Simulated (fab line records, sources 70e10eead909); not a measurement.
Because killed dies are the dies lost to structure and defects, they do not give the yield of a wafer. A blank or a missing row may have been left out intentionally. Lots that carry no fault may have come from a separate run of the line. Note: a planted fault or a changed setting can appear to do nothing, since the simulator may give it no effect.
Chamber matching / flow nand-harc / 3 sister chambers for NHARC_P_CONTACT_DEP_30 on pecvd-04
The step deposits SiNx, target thk 30 nm. 3 wafers are shown with their chamber, then 9 later ones without.

## EACH WAFER AND ITS CHAMBER
wafer=L091.1; chamber=1; heater-power-w (W)=943
wafer=L091.3; chamber=2; heater-power-w (W)=577
wafer=L091.4; chamber=0; heater-power-w (W)=536

## WAFERS WITH NO CHAMBER GIVEN
wafer=L093.1; heater-power-w (W)=493
wafer=L093.2; heater-power-w (W)=643
wafer=L093.3; heater-power-w (W)=885
wafer=L094.3; heater-power-w (W)=903
wafer=L094.4; heater-power-w (W)=579
wafer=L094.6; heater-power-w (W)=901
wafer=L095.1; heater-power-w (W)=610
wafer=L095.2; heater-power-w (W)=1005
wafer=L095.6; heater-power-w (W)=630

## WHICH CHAMBER EACH WENT THROUGH
wafer=L093.1; from the rows above=can't be placed: 0 or 2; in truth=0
wafer=L093.2; from the rows above=can't be placed: 2 or 0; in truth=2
wafer=L093.3; from the rows above=1; in truth=1
wafer=L094.3; from the rows above=1; in truth=1
wafer=L094.4; from the rows above=can't be placed: 2 or 0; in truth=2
wafer=L094.6; from the rows above=1; in truth=1
wafer=L095.1; from the rows above=can't be placed: 2 or 0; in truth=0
wafer=L095.2; from the rows above=1; in truth=1
wafer=L095.6; from the rows above=can't be placed: 2 or 0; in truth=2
Correctly placed: 4 of 9. These rows do not allow placing 5 (true chamber among the candidates in 5). Wrongly placed: 0.
How it was worked out, from the rows above alone: a wafer's distance from a chamber is the root of the sum, over the readings, of the square of ((its reading less the chamber's mean) divided by the reading's scatter). The wafer belongs to the nearest chamber; if the next one is less than 2 further off, it can't be placed. The mean given for a chamber averages the wafers shown for that chamber. The scatter: root of mean squared gap, hidden wafer to nearest shown wafer, with one shown wafer a chamber.
